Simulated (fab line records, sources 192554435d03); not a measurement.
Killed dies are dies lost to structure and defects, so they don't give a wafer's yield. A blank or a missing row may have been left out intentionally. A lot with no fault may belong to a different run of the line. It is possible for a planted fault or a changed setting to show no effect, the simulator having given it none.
fab line records | flow n5-finfet
record lots=7 | wafers=39
route steps=1938 shown PMOS_HMC_CHANNEL_EPI@78 FIN_SAQP@120 DUMMY_GATE@228 HKMG_FIN@412 BEOL_M4@1111
start-h: hours from the record's first day to the start of the lot's first wafer shown | wait-h: hours elapsed since this lot's preceding step | " unchanged from the row above | L1.1+2: a row that stands for several wafers | - value missing, or start not given | * or withheld: withheld | < > ~ a bound
route shown NAME@n: a module of which the file shows steps, and the number in the route of the first | usual: mean/standard deviation taken from wafers without a fault | same: alike in all rows | chamber/n: place in a boat | sites: per-site readings | _std_site: the standard deviation of these | _edge_site: mean of outer sites minus mean of inner sites | radius-mm: for every site, how far away it sits from the centre of the wafer | mask NAME#n: copy n | behind: the last tool/chamber to shape the wafer | hold: why the lot went on hold/how many hours it stayed there/how the hold came to an end | device: which transistor (n, p or np) failed to switch | end of line: the same wafers' tests at the end of the route | a step given without rows: its recipe and nothing more | killed: the dies lost at the first sort to structure and to defects; this is not the yield of the wafer | map: dies across one wafer; x = killed, . = not, _ = none there
set.NAME: the run value of the setting; set.NAME@STEP: its run value at that earlier step | model.NAME: the simulator's own value behind a step, which no gauge read
lots whose settings were changed on purpose; a table a step, a row a wafer
## steps
# step N5_PMOS_HMC_CHANNEL_EPI_EPI_20
# recipe material=SiGe30 | mask-material=SiO2 | pressure-torr=20 | target-thk-a=590 | temp-c=600
# step N5_FIN_SAQP_MANDREL_ETCH_22
# recipe target-depth-a=600 | chemistry=HBr/Cl2 | target=a-Si | stop-on=SiNx | bt-time-s=10 | over-etch-frac=0.5 | time-s=30 | pressure-mtorr=10 | icp-w=800 | bias-w=75 | HBr_flow_sccm=150 | Cl2_flow_sccm=80 | ends=end-point
# step N5_DUMMY_GATE_EXPOSE_12
# recipe mask-id=GATE | na=0.33 | source-shape=annular | sigma-inner=0.2 | sigma-outer=0.6 | polarization=unpolarized | target-cd-nm=25 | dose-mj=34
# step N5_DUMMY_GATE_ETCH_37
# recipe chemistry=N2/H2 | target=SOC | target-depth-a=600 | overetch-a=300 | temp-c=40 | ion-energy-ev=200 | pressure-mtorr=30 | source-w=840 | bias-w=150 | n2-flow-sccm=200 | h2-flow-sccm=200
# step N5_HKMG_FIN_ALD_79
# recipe material=TiN | target-thk-a=15 | temp-c=400 | ald-precursor-family=TiCl4 | ald-co-reactant=NH3 | pulse-time-s=1 | purge-time-s=3 | co-reactant-purge-time-s=2 | co-reactant-pulse-time-s=2 | ald-cycles=68 | pressure-torr=3
# step N5_HKMG_FIN_NWFM_ALD_20
# recipe material=TiAlC | target-thk-a=20 | temp-c=300 | ald-precursor-family=TiCl4 | ald-co-reactant=TEA | pulse-time-s=3 | purge-time-s=2 | co-reactant-purge-time-s=2 | co-reactant-pulse-time-s=10 | ald-cycles=7 | pressure-torr=3
# step N5_BEOL_M4_RC_MEAS_101
# usual IOFF_N_LONG=5.48e-05/2.4e-06 | VT_N_LONG=275.1/2.1
lot.wafer | tool      | chamber | start-h | wait-h | set.temp-c@PMOS_HMC_CHANNEL_EPI_EPI_20 | set.over-etch-frac@FIN_SAQP_MANDREL_ETCH_22 | set.dose-mj@DUMMY_GATE_EXPOSE_12 | set.source-w@DUMMY_GATE_ETCH_37 | set.ald-cycles@HKMG_FIN_ALD_79 | set.co-reactant-pulse-time-s@HKMG_FIN_NWFM_ALD_20 | IOFF_N_LONG[nA/um] | VT_N_LONG[mV]
L074.1    | prober-01 | 0       | 203.02  | 0.0    | 600                                    | 0.5                                         | 34                               | 840                             | 73                             | 10                                                | 5.39e-05           | 276.3
L074.2    | "         | 0       | "       | "      | 600                                    | 0.5                                         | 34                               | 792.6                           | 73                             | 10                                                | 5.5e-05            | 275.3
L074.3    | "         | 0       | "       | "      | 600                                    | 0.5                                         | 34                               | 792.6                           | 68                             | 10                                                | 5.48e-05           | 274.4
L074.4    | "         | 0       | "       | "      | 603.4                                  | 0.5                                         | 34                               | 792.6                           | 68                             | 10                                                | 5.45e-05           | 274.7
L074.5    | "         | 0       | "       | "      | 603.4                                  | 0.5                                         | 34                               | 840                             | 73                             | 10                                                | 5.32e-05           | 275.0
L074.6    | "         | 0       | "       | "      | 603.4                                  | 0.5                                         | 34                               | 840                             | 68                             | 10                                                | 5.44e-05           | 276.0
L080.1    | prober-02 | 0       | 226.45  | 0.0    | 600                                    | 0.5                                         | 34                               | 840                             | 68                             | 9.389                                             | 5.52e-05           | 276.2
L080.2    | "         | 0       | "       | "      | 600                                    | 0.5                                         | 34                               | 708.3                           | 68                             | 10                                                | 5.55e-05           | 275.5
L080.3    | "         | 0       | "       | "      | 600                                    | 0.5                                         | 34                               | 708.3                           | 68                             | 9.389                                             | 5.44e-05           | 274.8
L080.4    | "         | 0       | "       | "      | 600                                    | 0.4654                                      | 34                               | 840                             | 68                             | 10                                                | 5.65e-05           | 272.5
L080.5    | "         | 0       | "       | "      | 600                                    | 0.4654                                      | 34                               | 840                             | 68                             | 10                                                | 5.57e-05           | 277.3
L080.6    | "         | 0       | "       | "      | 600                                    | 0.4654                                      | 34                               | 708.3                           | 68                             | 9.389                                             | 5.46e-05           | 275.6
L083.1    | prober-02 | 0       | 249.12  | 0.0    | 595.1                                  | 0.5224                                      | 34                               | 881.5                           | 71                             | 10                                                | 5.28e-05           | 272.6
L083.2    | "         | 0       | "       | "      | 600                                    | 0.5                                         | 34                               | 840                             | 68                             | 10                                                | 5.41e-05           | 274.6
L083.3    | "         | 0       | "       | "      | 595.1                                  | 0.5                                         | 32.69                            | 881.5                           | 68                             | 10                                                | 5.14e-05           | 275.9
L083.4    | "         | 0       | "       | "      | 600                                    | 0.5224                                      | 34                               | 840                             | 71                             | 10                                                | 5.36e-05           | 275.6
L083.5    | "         | 0       | "       | "      | 600                                    | 0.5224                                      | 32.69                            | 881.5                           | 68                             | 10                                                | 5.34e-05           | 275.8
L083.6    | "         | 0       | "       | "      | 595.1                                  | 0.5                                         | 32.69                            | 840                             | 71                             | 10                                                | 5.24e-05           | 273.9
L086.2    | prober-01 | 0       | 257.68  | 0.2    | 600                                    | 0.5                                         | 34                               | 840                             | 68                             | 10                                                | 5.34e-05           | 277.0
L086.3    | "         | 0       | "       | "      | 600                                    | 0.5                                         | 34                               | 840                             | 68                             | 10                                                | 5.45e-05           | 278.2
L086.5    | "         | 0       | "       | "      | 600                                    | 0.5                                         | 34                               | 840                             | 68                             | 10                                                | 5.5e-05            | 278.3
L087.1    | prober-01 | 0       | 271.92  | 0.0    | 600                                    | 0.5259                                      | 34                               | 703.8                           | 68                             | 10                                                | 5.24e-05           | 276.2
L087.2    | "         | 0       | "       | "      | 600                                    | 0.5259                                      | 34                               | 840                             | 59                             | 10                                                | 5.43e-05           | 276.0
L087.3    | "         | 0       | "       | "      | 606.7                                  | 0.5259                                      | 34                               | 840                             | 68                             | 10                                                | 5.29e-05           | 276.7
L087.4    | "         | 0       | "       | "      | 600                                    | 0.5                                         | 34                               | 703.8                           | 59                             | 10                                                | 5.33e-05           | 276.0
L087.5    | "         | 0       | "       | "      | 606.7                                  | 0.5                                         | 34                               | 703.8                           | 59                             | 10                                                | 5.12e-05           | 276.6
L087.6    | "         | 0       | "       | "      | 606.7                                  | 0.5                                         | 34                               | 840                             | 68                             | 10                                                | 5.37e-05           | 277.0
L091.1    | prober-02 | 0       | 293.14  | 0.0    | 606                                    | 0.527                                       | 36.23                            | 840                             | 68                             | 10                                                | 5.96e-05           | 272.0
L091.2    | "         | 0       | "       | "      | 606                                    | 0.527                                       | 34                               | 684                             | 68                             | 7.65                                              | 5.03e-05           | 279.5
L091.3    | "         | 0       | "       | "      | 600                                    | 0.527                                       | 36.23                            | 684                             | 68                             | 10                                                | 5.85e-05           | 271.2
L091.4    | "         | 0       | "       | "      | 600                                    | 0.5                                         | 34                               | 684                             | 68                             | 7.65                                              | 5.14e-05           | 279.3
L091.5    | "         | 0       | "       | "      | 600                                    | 0.5                                         | 34                               | 840                             | 68                             | 10                                                | 5.67e-05           | 271.9
L091.6    | "         | 0       | "       | "      | 606                                    | 0.5                                         | 36.23                            | 840                             | 68                             | 7.65                                              | 5.04e-05           | 278.9
L092.1    | prober-02 | 0       | 301.59  | 0.0    | 602.9                                  | 0.5                                         | 36.46                            | 840                             | 68                             | 9.155                                             | 5.16e-05           | 275.3
L092.2    | "         | 0       | "       | "      | 602.9                                  | 0.5126                                      | 34                               | 840                             | 64                             | 10                                                | 5.28e-05           | 272.4
L092.3    | "         | 0       | "       | "      | 602.9                                  | 0.5126                                      | 36.46                            | 686                             | 64                             | 10                                                | 5.32e-05           | 272.5
L092.4    | "         | 0       | "       | "      | 600                                    | 0.5126                                      | 34                               | 840                             | 68                             | 10                                                | 5.32e-05           | 274.6
L092.5    | "         | 0       | "       | "      | 600                                    | 0.5                                         | 34                               | 686                             | 64                             | 9.155                                             | 5.13e-05           | 276.5
L092.6    | "         | 0       | "       | "      | 600                                    | 0.5                                         | 36.46                            | 686                             | 68                             | 9.155                                             | 5.25e-05           | 276.9
## key
split step=N5_PMOS_HMC_CHANNEL_EPI_EPI_20 | setting=temp-c | stated-as=600
response none clear
split step=N5_FIN_SAQP_MANDREL_ETCH_22 | setting=over-etch-frac | stated-as=0.5
response none clear
split step=N5_DUMMY_GATE_EXPOSE_12 | setting=dose-mj | stated-as=34
response none clear
split step=N5_DUMMY_GATE_ETCH_37 | setting=source-w | stated-as=840
response none clear
split step=N5_HKMG_FIN_ALD_79 | setting=ald-cycles | stated-as=68
response none clear
split step=N5_HKMG_FIN_NWFM_ALD_20 | setting=co-reactant-pulse-time-s | stated-as=10
response step=N5_BEOL_M4_RC_MEAS_101 | reading=IOFF_N_LONG | slope=+2.75e-07 | per=1% | together-with=all | explained=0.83
response step=N5_BEOL_M4_RC_MEAS_101 | reading=VT_N_LONG | slope=-0.295 | per=1% | together-with=all | explained=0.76
